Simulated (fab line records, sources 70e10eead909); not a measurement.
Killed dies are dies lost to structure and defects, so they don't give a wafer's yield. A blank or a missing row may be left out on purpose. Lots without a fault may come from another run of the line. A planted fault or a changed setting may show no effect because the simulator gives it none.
fab line records | flow nand_harc
record lots=24 wafers=72 last_day=33
route steps=1302 shown A_STAIRCASE@703
lots that met no fault: from a run of the same line without faults
start_h: hours from the record's first day to the start of the lot's first wafer shown | wait_h: hours since the lot's step before | " the same as in the row above | L1.1+2: a row that stands for several wafers | - no value, or no start given | * or withheld: withheld | < > ~ a bound
route shown NAME@n: a module of which the file shows steps, and the number in the route of the first | usual: mean/standard deviation of fault-free wafers | same: alike in all rows | chamber/n: place in a boat | sites: the reading at each site | _std_site: their standard deviation | _edge_site: outer sites' mean less inner sites' | radius_mm: how far each site lies from the wafer's centre | mask NAME#n: copy n | behind: the tool/chamber that last shaped the wafer | hold: why the lot was held/for how many hours/how that ended | device: the transistor (n, p or np) that didn't switch | end of line: the same wafers' tests at the end of the route | a step without rows: its recipe alone | killed: dies lost to structure and defects at the first sort, not the wafer's yield | map: a wafer's dies, x killed, . not, _ none there
set.NAME: the setting as run; set.NAME@STEP: as run at that earlier step | model.NAME: the simulator's own value behind a step, which no gauge read
steps of the route over a sample of lots; a table a step, a row a wafer
services: from which hour (start_h, from the record's first day; less than 0 if before it) a tool's chamber was out of use, for how many hours, and why
## steps
# step NHARC_A_STAIRCASE_TRIM_189
# recipe time_s=211.2 o2_flow_sccm=500 ar_flow_sccm=0 bias_w=0 chemistry=O2
# usual drypump_motor_current_A=5.9/0.38 oes_product_au=0.997/0.0091 rf_vpp_V=57.8/0.89 showerhead_plenum_p_Torr=3.54/0.14 throttle_valve_pct=17.036/0.0094
# columns lot.wafer tool chamber start_h wait_h drypump_motor_current_A oes_product_au rf_hours_counter_h rf_vpp_V showerhead_plenum_p_Torr throttle_valve_pct
L075.1 rie_diel-10 2 - - 5.8 0.978 19 57.3 3.48 17.033
L075.2 " 1 " " 5.0 0.993 42 57.7 3.59 17.043
L075.6 " 3 " " 6.2 0.994 - 58.3 3.48 17.033
L074.2 rie_diel-02 0 - - 6.1 1.000 40 58.6 3.78 17.040
L074.1 " 1 " " 5.8 1.004 50 58.0 3.63 17.039
L074.5 " 1 " " 5.8 0.999 - 58.0 3.63 17.022
L076.2 rie_diel-02 2 - - 6.5 0.991 58 58.2 3.77 17.031
L076.1 " 1 " " 5.8 0.995 57 58.4 3.62 17.027
L076.3 " 1 " " 5.8 0.991 - 56.8 3.62 17.022
L077.2 rie_diel-02 1 - - 5.8 0.991 57 59.1 3.62 17.040
L077.1 " 3 " " 5.5 0.991 49 57.7 3.42 17.027
L077.6 " 1 " " 5.8 0.983 - 58.2 3.62 17.037
L078.3 rie_diel-02 3 - - 5.5 1.002 56 57.8 3.41 17.037
L078.2 " 0 " " 6.1 1.002 49 58.0 3.78 17.032
L078.6 " 1 " " 5.8 1.000 - 58.2 3.62 17.057
L080.1 rie_diel-09 2 - - 6.2 1.011 22 58.2 3.33 17.037
L080.3 " 3 " " 5.9 1.003 23 58.3 3.53 17.051
L080.2 " 1 " " 6.2 1.012 20 58.1 3.45 17.045
L081.2 rie_diel-02 0 - - 6.1 0.998 2 57.7 3.78 17.040
L081.4 " 2 " " 6.4 0.992 2 58.7 3.77 17.044
L081.3 " 3 " " 5.5 1.001 2 57.1 3.41 17.031
L079.4 rie_diel-02 3 - - 5.5 1.006 3 57.6 3.41 17.010
L079.2 " 0 " " 6.1 0.998 3 58.7 3.78 17.048
L079.5 " 0 " " 6.1 0.995 - 58.9 3.78 17.057
L083.4 rie_diel-10 3 - - 6.3 0.994 3 57.9 3.46 17.042
L083.3 " 1 " " 5.0 1.004 3 57.9 3.57 17.056
L083.6 " 3 " " 6.3 1.010 - 57.9 3.46 17.036
L082.1 rie_diel-09 2 - - 6.2 1.012 38 57.2 3.33 17.035
L082.2 " 3 " " 5.8 0.992 37 57.4 3.52 17.031
L082.5 " 1 " " 6.2 1.001 - 56.7 3.45 17.043
L084.4 rie_diel-09 3 - - 5.9 0.989 41 57.4 3.52 17.048
L084.6 " 3 " " 5.8 0.983 - 58.7 3.52 17.013
L084.5 " 0 " " 6.0 0.988 - 57.2 3.48 17.039
L085.2 rie_diel-02 0 - - 6.1 1.004 21 58.9 3.77 17.041
L085.6 " 3 " " 5.5 0.984 - 57.7 3.40 17.041
L085.5 " 2 " " 6.5 0.990 - 59.2 3.76 17.028
L087.1 rie_diel-09 1 - - 6.2 1.000 43 60.0 3.44 17.038
L087.4 " 2 " " 6.1 1.007 46 58.3 3.32 17.047
L087.6 " 0 " " 6.0 0.993 - 57.8 3.48 17.037
L086.3 rie_diel-02 0 - - 6.1 0.995 23 57.8 3.77 17.021
L086.4 " 1 " " 5.8 0.977 24 57.1 3.60 17.032
L086.5 " 3 " " 5.5 0.989 - 57.9 3.40 17.046
L088.3 rie_diel-02 2 - - 6.5 0.996 33 59.3 3.75 17.055
L088.6 " 1 " " 5.8 0.997 - 57.4 3.60 17.039
L088.5 " 2 " " 6.5 1.003 - 58.2 3.75 17.035
L089.2 rie_diel-02 1 - - 5.8 1.012 31 58.6 3.60 17.040
L089.6 " 3 " " 5.5 0.984 - 58.2 3.39 17.044
L089.5 " 0 " " 6.2 1.001 - 58.9 3.76 17.026
L090.1 rie_diel-02 1 - - 5.8 1.003 39 57.8 3.60 17.017
L090.4 " 3 " " 5.5 0.997 39 56.2 3.39 17.036
L090.2 " 0 " " 6.1 1.006 40 59.4 3.76 17.051
L091.3 rie_diel-09 1 - - 6.2 0.998 0 55.7 3.44 17.035
L091.1 " 2 " " 6.1 1.011 7 58.6 3.31 17.039
L091.4 " 3 " " 5.8 0.987 7 56.6 3.51 17.040
L093.1 rie_diel-10 2 - - 5.8 0.987 29 57.3 3.46 17.023
L093.2 " 0 " " 5.7 0.979 34 56.3 3.42 17.055
L093.4 " 1 " " 5.0 0.991 35 58.6 3.56 17.039
L092.4 rie_diel-10 1 - - 5.0 0.990 36 57.3 3.55 17.044
L092.1 " 2 " " 5.7 1.016 29 57.6 3.46 17.036
L092.5 " 1 " " 5.0 1.004 - 55.5 3.55 17.035
L094.4 rie_diel-09 3 - - 5.9 0.988 19 58.7 3.50 17.031
L094.3 " 0 " " 6.1 1.037 22 56.3 3.46 17.021
L094.6 " 1 " " 6.2 1.005 - 57.8 3.43 17.032
L095.2 rie_diel-10 1 - - 5.0 0.990 43 58.4 3.55 17.034
L095.4 " 3 " " 6.2 0.985 42 58.9 3.44 17.034
L095.1 " 0 " " 5.7 0.997 40 57.0 3.42 17.043
L097.4 rie_diel-10 1 - - 5.1 1.004 50 56.7 3.55 17.039
L097.3 " 2 " " 5.7 0.997 45 56.4 3.45 17.025
L097.2 " 3 " " 6.3 0.992 47 58.9 3.44 17.034
L096.2 rie_diel-10 0 - - 5.7 0.983 44 57.2 3.42 17.030
L096.3 " 1 " " 5.1 1.003 50 56.9 3.55 17.034
L096.6 " 0 " " 5.7 0.977 - 56.7 3.42 17.024
# step NHARC_A_STAIRCASE_ETCH_192
# recipe target_depth_a=1000 time_s=40.5 ion_energy_ev=400 c4f8_flow_sccm=20 o2_flow_sccm=10 ar_flow_sccm=withheld rf_w=600 bias_w=1000 chemistry=C4F8/O2
# usual oes_product_au=0.940/0.012 rf_vpp_V=896/5.1
# columns lot.wafer tool chamber start_h wait_h oes_product_au rf_hours_counter_h rf_vpp_V
L075.1 rie_diel-10 2 - - 0.922 19 894
L075.2 " 3 " " 0.940 33 895
L075.6 " 1 " " 0.925 - 898
L074.1 rie_diel-02 0 - - 0.947 40 905
L074.2 " 1 " " 0.955 50 899
L074.5 " 0 " " 0.943 - 906
L076.3 rie_diel-02 2 - - 0.927 59 904
L076.1 " 3 " " 0.929 49 890
L076.2 " 1 " " 0.920 57 899
L077.2 rie_diel-02 3 - - 0.944 50 892
L077.1 " 1 " " 0.938 58 899
L077.6 " 1 " " 0.936 - 901
L078.3 rie_diel-02 2 - - 0.929 66 905
L078.2 " 0 " " 0.950 49 905
L078.6 " 3 " " 0.954 - 892
L080.3 rie_diel-09 3 - - 0.925 23 896
L080.1 " 0 " " 0.940 25 896
L080.2 " 1 " " 0.960 20 894
L081.4 rie_diel-02 0 - - 0.937 3 904
L081.2 " 1 " " 0.932 3 900
L081.3 " 3 " " 0.957 2 891
L079.4 rie_diel-02 2 - - 0.949 3 906
L079.2 " 1 " " 0.941 3 900
L079.5 " 3 " " 0.937 - 891
L083.4 rie_diel-10 0 - - 0.937 3 893
L083.3 " 2 " " 0.935 4 893
L083.6 " 1 " " 0.952 - 898
L082.1 rie_diel-09 0 - - 0.943 41 895
L082.2 " 1 " " 0.941 35 893
L082.5 " 3 " " 0.945 - 895
L084.4 rie_diel-09 1 - - 0.937 40 893
L084.5 " 0 " " 0.928 - 895
L084.6 " 1 " " 0.923 - 893
L085.2 rie_diel-02 3 - - 0.927 21 892
L085.5 " 0 " " 0.937 - 904
L085.6 " 1 " " 0.942 - 897
L087.1 rie_diel-09 3 - - 0.961 45 895
L087.4 " 0 " " 0.962 49 894
L087.6 " 1 " " 0.964 - 894
L086.3 rie_diel-02 1 - - 0.934 25 898
L086.4 " 2 " " 0.934 27 903
L086.5 " 0 " " 0.938 - 906
L088.3 rie_diel-02 2 - - 0.930 33 904
L088.6 " 0 " " 0.933 - 905
L088.5 " 1 " " 0.936 - 898
L089.2 rie_diel-02 2 - - 0.940 34 903
L089.6 " 3 " " 0.939 - 890
L089.5 " 0 " " 0.935 - 904
L090.4 rie_diel-02 1 - - 0.950 39 898
L090.1 " 2 " " 0.936 41 904
L090.2 " 3 " " 0.938 40 889
L091.1 rie_diel-09 1 - - 0.932 0 893
L091.4 " 2 " " 0.965 8 889
L091.3 " 3 " " 0.924 7 895
L093.4 rie_diel-10 1 - - 0.940 36 897
L093.1 " 3 " " 0.921 35 893
L093.2 " 0 " " 0.925 34 892
L092.1 rie_diel-10 3 - - 0.934 36 893
L092.4 " 0 " " 0.934 35 893
L092.5 " 2 " " 0.954 - 894
L094.4 rie_diel-09 3 - - 0.947 19 894
L094.3 " 0 " " 0.972 22 894
L094.6 " 2 " " 0.957 - 888
L095.4 rie_diel-10 2 - - 0.946 38 894
L095.1 " 0 " " 0.928 40 891
L095.2 " 1 " " 0.941 43 897
L097.3 rie_diel-10 1 - - 0.942 50 898
L097.2 " 2 " " 0.934 45 892
L097.4 " 3 " " 0.938 47 894
L096.3 rie_diel-10 3 - - 0.932 47 893
L096.2 " 0 " " 0.920 45 893
L096.6 " 2 " " 0.922 - 891
# step NHARC_A_STAIRCASE_ETCH_223
# recipe target_depth_a=1000 time_s=40.5 ion_energy_ev=400 c4f8_flow_sccm=20 o2_flow_sccm=10 ar_flow_sccm=withheld rf_w=600 bias_w=1000 chemistry=C4F8/O2
# usual oes_product_au=0.944/0.013 rf_vpp_V=896/4.9
# columns lot.wafer tool chamber start_h wait_h oes_product_au rf_hours_counter_h rf_vpp_V
L075.1 rie_diel-10 1 - - 0.932 45 897
L075.2 " 3 " " 0.951 34 893
L075.6 " 2 " " 0.940 - 894
L074.2 rie_diel-02 0 - - 0.938 43 904
L074.1 " 1 " " 0.935 52 898
L074.5 " 2 " " 0.935 - 904
L077.2 rie_diel-09 3 - - 0.937 16 897
L077.1 " 0 " " 0.947 18 895
L077.6 " 1 " " 0.962 - 894
L076.3 rie_diel-02 3 - - 0.938 54 891
L076.2 " 0 " " 0.938 47 906
L076.1 " 2 " " 0.937 63 904
L078.2 rie_diel-10 3 - - 0.958 48 894
L078.3 " 0 " " 0.941 56 894
L078.6 " 3 " " 0.955 - 892
L080.1 rie_diel-10 1 - - 0.936 60 898
L080.3 " 2 " " 0.940 35 894
L080.2 " 3 " " 0.944 50 894
L081.3 rie_diel-02 0 - - 0.959 3 905
L081.2 " 1 " " 0.954 3 898
L081.4 " 2 " " 0.953 3 904
L079.4 rie_diel-09 3 - - 0.933 31 896
L079.2 " 1 " " 0.958 28 892
L079.5 " 3 " " 0.929 - 896
L083.3 rie_diel-10 0 - - 0.947 4 892
L083.4 " 3 " " 0.939 4 895
L083.6 " 0 " " 0.948 - 894
L082.1 rie_diel-09 3 - - 0.945 38 895
L082.2 " 1 " " 0.961 35 895
L082.5 " 0 " " 0.952 - 895
L084.5 rie_diel-02 0 - - 0.963 - 904
L084.4 " 2 " " 0.945 - 904
L084.6 " 3 " " 0.943 - 892
L085.2 rie_diel-02 2 - - 0.936 26 906
L085.5 " 0 " " 0.944 - 905
L085.6 " 1 " " 0.929 - 898
L087.1 rie_diel-10 0 - - 0.933 16 892
L087.4 " 1 " " 0.938 - 897
L087.6 " 3 " " 0.935 - 892
L086.3 rie_diel-09 0 - - 0.934 52 894
L086.4 " 1 " " 0.937 46 892
L086.5 " 2 " " 0.953 - 890
L089.2 rie_diel-02 1 - - 0.935 33 898
L089.6 " 1 " " 0.942 - 899
L089.5 " 2 " " 0.948 - 903
L088.3 rie_diel-10 0 - - 0.924 26 893
L088.6 " 1 " " 0.944 - 896
L088.5 " 2 " " 0.942 - 894
L090.2 rie_diel-09 2 - - 0.966 8 887
L090.4 " 3 " " 0.929 8 896
L090.1 " 1 " " 0.962 1 893
L091.3 rie_diel-02 2 - - 0.917 41 905
L091.4 " 3 " " 0.931 40 891
L091.1 " 0 " " 0.936 41 904
L093.2 rie_diel-09 3 - - 0.938 11 895
L093.4 " 0 " " 0.961 12 894
L093.1 " 2 " " 0.975 11 888
L092.4 rie_diel-02 0 - - 0.969 45 903
L092.1 " 1 " " 0.953 45 898
L092.5 " 2 " " 0.936 - 903
L094.4 rie_diel-09 3 - - 0.926 20 895
L094.3 " 0 " " 0.995 23 894
L094.6 " 2 " " 0.953 - 889
L095.1 rie_diel-09 2 - - 0.968 21 887
L095.2 " 3 " " 0.939 20 893
L095.4 " 0 " " 0.976 23 893
L097.3 rie_diel-09 1 - - 0.934 23 893
L097.2 " 2 " " 0.939 27 889
L097.4 " 3 " " 0.916 29 895
L096.3 rie_diel-10 3 - - 0.948 48 892
L096.2 " 2 " " 0.943 46 893
L096.6 " 3 " " 0.943 - 892
# step NHARC_A_STAIRCASE_ETCH_232
# recipe target_depth_a=1000 time_s=40.5 ion_energy_ev=400 c4f8_flow_sccm=20 o2_flow_sccm=10 ar_flow_sccm=withheld rf_w=600 bias_w=1000 chemistry=C4F8/O2
# usual oes_product_au=0.943/0.013 rf_vpp_V=896/4.9
# columns lot.wafer tool chamber start_h wait_h oes_product_au rf_hours_counter_h rf_vpp_V
L075.1 rie_diel-10 2 - - 0.928 21 895
L075.2 " 3 " " 0.956 34 895
L075.6 " 1 " " 0.938 - 898
L074.2 rie_diel-10 0 - - 0.940 43 894
L074.1 " 3 " " 0.963 35 893
L074.5 " 1 " " 0.932 - 899
L077.2 rie_diel-09 2 - - 0.965 15 889
L077.1 " 1 " " 0.960 13 893
L077.6 " 2 " " 0.967 - 889
L076.3 rie_diel-09 3 - - 0.941 17 895
L076.1 " 0 " " 0.921 19 895
L076.2 " 1 " " 0.938 13 893
L078.3 rie_diel-09 0 - - 0.957 23 895
L078.2 " 3 " " 0.943 20 896
L078.6 " 0 " " 0.952 - 895
L080.2 rie_diel-10 3 - - 0.941 51 894
L080.1 " 0 " " 0.952 59 893
L080.3 " 1 " " 0.950 60 897
L081.3 rie_diel-09 2 - - 0.946 31 890
L081.2 " 3 " " 0.932 31 895
L081.4 " 0 " " 0.943 34 894
L079.2 rie_diel-09 3 - - 0.943 32 896
L079.4 " 1 " " 0.939 29 894
L079.5 " 3 " " 0.945 - 894
L083.3 rie_diel-09 2 - - 0.943 39 890
L083.4 " 3 " " 0.932 38 896
L083.6 " 3 " " 0.924 - 896
L082.2 rie_diel-09 3 - - 0.924 38 897
L082.1 " 0 " " 0.929 42 894
L082.5 " 2 " " 0.942 - 888
L084.4 rie_diel-02 2 - - 0.929 - 904
L084.6 " 3 " " 0.929 - 892
L084.5 " 0 " " 0.936 - 905
L085.2 rie_diel-02 2 - - 0.910 27 905
L085.5 " 1 " " 0.919 - 898
L085.6 " 2 " " 0.916 - 905
L087.1 rie_diel-10 3 - - 0.930 16 894
L087.4 " 3 " " 0.931 - 893
L087.6 " 0 " " 0.933 - 892
L086.4 rie_diel-02 0 - - 0.935 24 904
L086.3 " 1 " " 0.933 25 899
L086.5 " 0 " " 0.938 - 904
L089.2 rie_diel-02 1 - - 0.940 33 898
L089.6 " 0 " " 0.933 - 904
L089.5 " 1 " " 0.946 - 899
L088.3 rie_diel-02 2 - - 0.965 36 903
L088.5 " 1 " " 0.963 - 898
L088.6 " 2 " " 0.960 - 904
L090.2 rie_diel-09 0 - - 0.951 9 896
L090.1 " 1 " " 0.941 2 893
L090.4 " 3 " " 0.939 9 895
L091.1 rie_diel-02 0 - - 0.949 42 905
L091.3 " 2 " " 0.945 42 904
L091.4 " 3 " " 0.930 41 892
L093.1 rie_diel-02 0 - - 0.935 46 905
L093.2 " 1 " " 0.953 46 898
L093.4 " 2 " " 0.936 47 904
L092.1 rie_diel-02 2 - - 0.919 47 903
L092.4 " 0 " " 0.949 46 904
L092.5 " 2 " " 0.923 - 903
L094.3 rie_diel-02 2 - - 0.944 - 904
L094.4 " 0 " " 0.946 - 903
L094.6 " 2 " " 0.942 - 901
L095.2 rie_diel-10 0 - - 0.937 41 892
L095.4 " 1 " " 0.950 45 898
L095.1 " 2 " " 0.966 39 893
L097.3 rie_diel-09 1 - - 0.936 24 892
L097.4 " 2 " " 0.948 27 888
L097.2 " 3 " " 0.936 29 895
L096.2 rie_diel-10 3 - - 0.949 49 894
L096.3 " 1 " " 0.938 52 896
L096.6 " 0 " " 0.939 - 894
# step NHARC_A_STAIRCASE_ETCH_271
# recipe cf4_flow_sccm=100 chf3_flow_sccm=30 ar_flow_sccm=0 rf_w=500 bias_w=200 chemistry=CF4/CHF3
# usual drypump_motor_current_A=5.9/0.34 oes_product_au=0.948/0.022 rf_vpp_V=370.1/2 showerhead_plenum_p_Torr=1.56/0.055 throttle_valve_pct=16.802/0.0084
# columns lot.wafer tool chamber start_h wait_h drypump_motor_current_A oes_product_au rf_hours_counter_h rf_vpp_V showerhead_plenum_p_Torr throttle_valve_pct
L075.2 rie_diel-02 2 368.57 0.1 6.4 0.959 55 373.7 1.69 16.803
L075.1 " 1 " " 5.8 0.959 53 372.9 1.62 16.801
L075.6 " 2 " " 6.4 0.958 - 374.4 1.69 16.804
L074.1 rie_diel-09 2 370.30 0.1 6.1 0.998 11 368.4 1.49 16.791
L074.2 " 1 " " 6.2 0.967 9 369.9 1.54 16.805
L074.5 " 3 " " 5.8 0.984 - 371.4 1.58 16.799
L077.2 rie_diel-10 3 391.69 0.1 6.2 0.958 45 368.0 1.55 16.798
L077.1 " 1 " " 5.0 0.966 56 370.7 1.60 16.808
L077.6 " 2 " " 5.7 0.958 - 369.6 1.55 16.804
L076.1 rie_diel-09 2 393.91 0.1 6.1 0.966 19 367.1 1.49 16.799
L076.3 " 3 " " 5.8 0.979 19 370.6 1.57 16.800
L076.2 " 0 " " 6.0 0.959 22 370.3 1.56 16.808
L078.2 rie_diel-09 1 406.16 0.1 6.2 0.938 20 369.6 1.54 16.806
L078.3 " 2 " " 6.1 0.938 23 369.3 1.49 16.795
L078.6 " 3 " " 5.8 0.924 - 371.2 1.57 16.790
L080.3 rie_diel-09 1 415.86 0.1 6.2 0.994 23 368.8 1.54 16.797
L080.2 " 2 " " 6.1 0.961 27 367.1 1.48 16.783
L080.1 " 3 " " 5.8 0.960 27 371.3 1.57 16.813
L081.3 rie_diel-09 1 427.89 0.1 6.2 0.931 30 369.0 1.54 16.787
L081.2 " 2 " " 6.1 0.934 33 367.9 1.48 16.804
L081.4 " 0 " " 6.1 0.932 36 370.4 1.55 16.805
L079.4 rie_diel-02 0 429.11 0.1 6.1 0.933 8 373.9 1.69 16.794
L079.2 " 1 " " 5.8 0.929 12 372.6 1.61 16.810
L079.5 " 2 " " 6.5 0.927 - 373.6 1.68 16.804
L083.4 rie_diel-09 2 456.70 0.1 6.1 0.925 41 369.0 1.48 16.820
L083.3 " 0 " " 6.0 0.918 43 368.9 1.55 16.800
L083.6 " 2 " " 6.1 0.927 - 368.5 1.48 16.810
L082.2 rie_diel-10 1 458.30 0.6 5.0 0.927 10 371.4 1.59 16.804
L082.1 " 2 " " 5.7 0.918 10 368.9 1.55 16.793
L082.5 " 0 " " 5.7 0.917 - 368.9 1.53 16.804
L084.4 rie_diel-09 0 474.72 0.1 6.1 0.968 50 370.7 1.55 16.798
L084.6 " 2 " " 6.2 0.956 - 367.2 1.48 16.791
L084.5 " 3 " " 5.9 0.952 - 371.0 1.57 16.799
L085.2 rie_diel-10 3 484.44 0.1 6.2 0.960 18 369.6 1.54 16.816
L085.6 " 2 " " 5.7 0.957 - 369.9 1.55 16.801
L085.5 " 3 " " 6.2 0.951 - 370.7 1.54 16.809
L087.1 rie_diel-02 3 485.00 0.1 5.5 0.917 24 368.4 1.52 16.795
L087.4 " 2 " " 6.4 0.922 28 373.2 1.68 16.814
L087.6 " 3 " " 5.5 0.914 - 368.6 1.52 16.809
L086.3 rie_diel-09 1 490.25 0.1 6.2 0.982 48 369.0 1.53 16.802
L086.4 " 2 " " 6.2 0.977 50 367.8 1.48 16.800
L086.5 " 3 " " 5.9 0.959 - 369.8 1.57 16.808
L088.3 rie_diel-10 3 517.78 0.1 6.2 0.932 29 369.2 1.54 16.790
L088.6 " 0 " " 5.8 0.931 - 369.5 1.53 16.802
L088.5 " 1 " " 5.0 0.945 - 372.7 1.59 16.794
L089.2 rie_diel-02 0 518.21 2.9 6.1 0.958 39 373.9 1.68 16.807
L089.5 " 3 " " 5.5 0.937 - 369.8 1.51 16.819
L089.6 " 0 " " 6.1 0.951 - 373.6 1.68 16.803
L090.4 rie_diel-02 1 534.65 0.1 5.8 0.930 42 371.8 1.60 16.815
L090.2 " 2 " " 6.4 0.920 44 373.7 1.67 16.793
L090.1 " 3 " " 5.5 0.925 42 368.9 1.51 16.811
L091.3 rie_diel-09 1 536.50 0.1 6.2 0.917 3 368.8 1.53 16.819
L091.4 " 2 " " 6.1 0.933 10 366.5 1.48 16.795
L091.1 " 0 " " 6.0 0.945 10 370.3 1.55 16.797
L093.2 rie_diel-10 1 547.02 0.1 5.0 0.950 40 370.4 1.58 16.788
L093.1 " 2 " " 5.7 0.966 34 369.6 1.54 16.803
L093.4 " 0 " " 5.7 0.949 37 370.3 1.53 16.812
L092.4 rie_diel-09 3 550.73 2.9 5.9 0.914 15 371.2 1.56 16.800
L092.1 " 0 " " 6.0 0.950 17 369.2 1.54 16.823
L092.5 " 1 " " 6.2 0.917 - 368.9 1.53 16.815
L094.4 rie_diel-09 1 576.29 0.1 6.2 0.983 20 368.2 1.53 16.800
L094.3 " 3 " " 5.8 0.944 26 371.4 1.56 16.794
L094.6 " 1 " " 6.2 0.985 - 368.4 1.53 16.791
L095.1 rie_diel-09 2 576.58 0.2 6.2 0.966 25 365.6 1.47 16.794
L095.4 " 3 " " 5.8 0.931 26 370.2 1.56 16.806
L095.2 " 0 " " 6.0 0.964 29 369.3 1.54 16.795
L097.3 rie_diel-10 1 589.06 0.1 5.0 0.960 53 371.1 1.58 16.793
L097.2 " 2 " " 5.7 0.962 48 370.3 1.54 16.802
L097.4 " 3 " " 6.2 0.967 49 368.6 1.53 16.811
L096.2 rie_diel-09 3 590.18 0.1 5.8 0.910 30 370.2 1.56 16.814
L096.3 " 0 " " 6.1 0.944 34 369.4 1.54 16.797
L096.6 " 3 " " 5.8 0.915 - 370.5 1.56 16.799
# step NHARC_A_STAIRCASE_STRIP_274
# recipe o2_flow_sccm=500 ar_flow_sccm=0 bias_w=0 chemistry=O2
# usual drypump_motor_current_A=6.0/0.33 oes_product_au=0.998/0.011 rf_vpp_V=57.7/0.98 showerhead_plenum_p_Torr=3.49/0.12 throttle_valve_pct=17.036/0.01
# columns lot.wafer tool chamber start_h wait_h drypump_motor_current_A oes_product_au rf_hours_counter_h rf_vpp_V showerhead_plenum_p_Torr throttle_valve_pct
L075.2 rie_diel-02 2 - - 6.5 0.992 57 59.1 3.78 17.021
L075.1 " 0 " " 6.2 0.987 45 58.6 3.78 17.029
L075.6 " 2 " " 6.5 0.992 - 58.8 3.77 17.031
L074.1 rie_diel-09 2 - - 6.2 1.003 12 57.9 3.34 17.041
L074.2 " 3 " " 5.8 0.992 13 58.1 3.53 17.041
L074.5 " 3 " " 5.8 0.985 - 59.0 3.53 17.043
L077.1 rie_diel-10 1 - - 5.0 0.981 57 58.2 3.58 17.028
L077.2 " 3 " " 6.3 1.005 47 57.9 3.47 17.024
L077.6 " 1 " " 5.0 0.991 - 58.9 3.58 17.027
L076.3 rie_diel-09 3 - - 5.9 0.986 20 59.0 3.53 17.025
L076.2 " 1 " " 6.2 1.019 18 57.5 3.46 17.027
L076.1 " 2 " " 6.1 1.006 20 56.2 3.34 17.028
L078.2 rie_diel-09 0 - - 6.0 0.990 26 55.7 3.49 17.028
L078.3 " 2 " " 6.1 1.011 24 56.9 3.33 17.033
L078.6 " 0 " " 6.1 0.998 - 56.8 3.49 17.048
L080.2 rie_diel-09 1 - - 6.2 1.004 24 58.3 3.45 17.041
L080.3 " 3 " " 5.8 0.992 29 57.2 3.52 17.056
L080.1 " 0 " " 6.1 1.010 30 58.1 3.49 17.025
L081.4 rie_diel-09 1 - - 6.2 1.009 31 56.2 3.45 17.039
L081.3 " 2 " " 6.1 1.005 34 58.5 3.33 17.036
L081.2 " 0 " " 6.1 0.988 37 58.8 3.48 17.043
L079.4 rie_diel-02 1 - - 5.8 0.997 13 57.3 3.61 17.059
L079.2 " 2 " " 6.5 0.997 13 58.4 3.76 17.032
L079.5 " 1 " " 5.8 1.003 - 58.7 3.61 17.029
L083.4 rie_diel-09 3 - - 5.8 0.984 40 56.7 3.52 17.033
L083.3 " 2 " " 6.2 0.995 42 57.7 3.32 17.030
L083.6 " 3 " " 5.9 0.994 - 57.2 3.52 17.018
L082.2 rie_diel-10 3 - - 6.3 1.003 9 56.4 3.46 17.033
L082.1 " 0 " " 5.8 1.002 9 58.5 3.44 17.038
L082.5 " 3 " " 6.3 1.002 - 55.7 3.46 17.040
L084.4 rie_diel-09 3 - - 5.8 0.998 47 59.1 3.52 17.034
L084.5 " 3 " " 5.9 1.009 - 58.1 3.52 17.018
L084.6 " 0 " " 6.0 0.999 - 58.0 3.48 17.054
L085.2 rie_diel-10 2 - - 5.8 0.991 14 57.4 3.47 17.031
L085.6 " 2 " " 5.7 0.994 - 58.2 3.47 17.042
L085.5 " 3 " " 6.2 0.997 - 58.4 3.45 17.046
L087.4 rie_diel-02 2 - - 6.5 0.985 29 57.9 3.75 17.038
L087.1 " 3 " " 5.5 0.989 25 57.2 3.40 17.030
L087.6 " 0 " " 6.1 0.991 - 57.4 3.76 17.040
L086.4 rie_diel-09 2 - - 6.1 0.993 51 57.1 3.32 17.023
L086.3 " 3 " " 5.8 0.995 49 58.7 3.51 17.029
L086.5 " 1 " " 6.2 1.002 - 58.9 3.44 17.036
L088.3 rie_diel-10 2 - - 5.8 1.007 25 57.1 3.46 17.049
L088.6 " 1 " " 5.0 0.995 - 56.0 3.56 17.051
L088.5 " 2 " " 5.7 1.002 - 56.8 3.46 17.051
L089.2 rie_diel-02 2 - - 6.5 0.991 40 58.1 3.75 17.039
L089.6 " 1 " " 5.8 1.000 - 58.3 3.60 17.045
L089.5 " 2 " " 6.5 0.995 - 57.5 3.75 17.047
L090.1 rie_diel-02 0 - - 6.1 1.000 44 58.8 3.75 17.045
L090.4 " 1 " " 5.8 1.007 44 56.6 3.59 17.025
L090.2 " 2 " " 6.5 0.989 45 59.2 3.74 17.046
L091.3 rie_diel-09 0 - - 6.1 1.026 12 58.3 3.47 17.026
L091.1 " 1 " " 6.2 0.991 5 56.0 3.43 17.029
L091.4 " 3 " " 5.9 0.989 11 55.0 3.51 17.042
L093.1 rie_diel-10 0 - - 5.7 0.991 38 56.8 3.42 17.040
L093.2 " 2 " " 5.8 1.005 35 56.1 3.45 17.022
L093.4 " 3 " " 6.2 1.002 40 58.4 3.44 17.026
L092.4 rie_diel-09 2 - - 6.2 1.008 16 58.5 3.31 17.036
L092.1 " 3 " " 5.8 0.988 16 59.6 3.50 17.037
L092.5 " 2 " " 6.1 1.015 - 56.6 3.31 17.035
L094.4 rie_diel-09 2 - - 6.1 1.004 26 57.5 3.30 17.032
L094.3 " 3 " " 5.8 0.986 28 57.0 3.50 17.053
L094.6 " 2 " " 6.1 1.004 - 55.4 3.30 17.038
L095.2 rie_diel-09 0 - - 6.1 1.021 32 59.2 3.46 17.042
L095.4 " 2 " " 6.1 1.018 26 58.0 3.30 17.048
L095.1 " 3 " " 5.8 0.986 29 57.1 3.50 17.031
L097.2 rie_diel-10 3 - - 6.2 0.991 51 57.4 3.44 17.033
L097.4 " 0 " " 5.8 1.002 48 57.5 3.42 17.019
L097.3 " 2 " " 5.8 0.997 49 58.1 3.45 17.033
L096.2 rie_diel-09 2 - - 6.1 1.007 29 58.2 3.30 17.035
L096.3 " 1 " " 6.2 1.004 26 55.9 3.42 17.036
L096.6 " 2 " " 6.1 1.019 - 58.2 3.30 17.034
## services
# columns tool chamber start_h hours kind
rie_diel-09 2 336.18 2.1 repair
rie_diel-09 0 353.68 - clean
rie_diel-09 1 353.68 - clean
rie_diel-09 2 353.68 - clean
rie_diel-09 3 353.68 - clean
rie_diel-09 0 378.18 - clean
rie_diel-09 1 378.18 - clean
rie_diel-09 2 378.18 - clean
rie_diel-09 3 378.18 - clean
rie_diel-02 - 394.58 9.0 pm
rie_diel-09 0 402.68 - clean
rie_diel-09 1 402.68 - clean
rie_diel-09 2 402.68 - clean
rie_diel-10 - 420.48 9.0 pm
rie_diel-09 3 434.06 7.0 repair
rie_diel-02 3 456.44 2.4 repair
rie_diel-10 2 461.74 16.5 repair
rie_diel-02 1 463.66 7.7 repair
rie_diel-09 - 498.74 9.0 pm
rie_diel-10 0 550.22 6.0 repair
rie_diel-10 - 557.67 0.4 repair
rie_diel-09 0 562.55 2.1 repair
rie_diel-02 2 569.59 4.6 repair
rie_diel-02 - 571.81 9.0 pm
## key
fault none
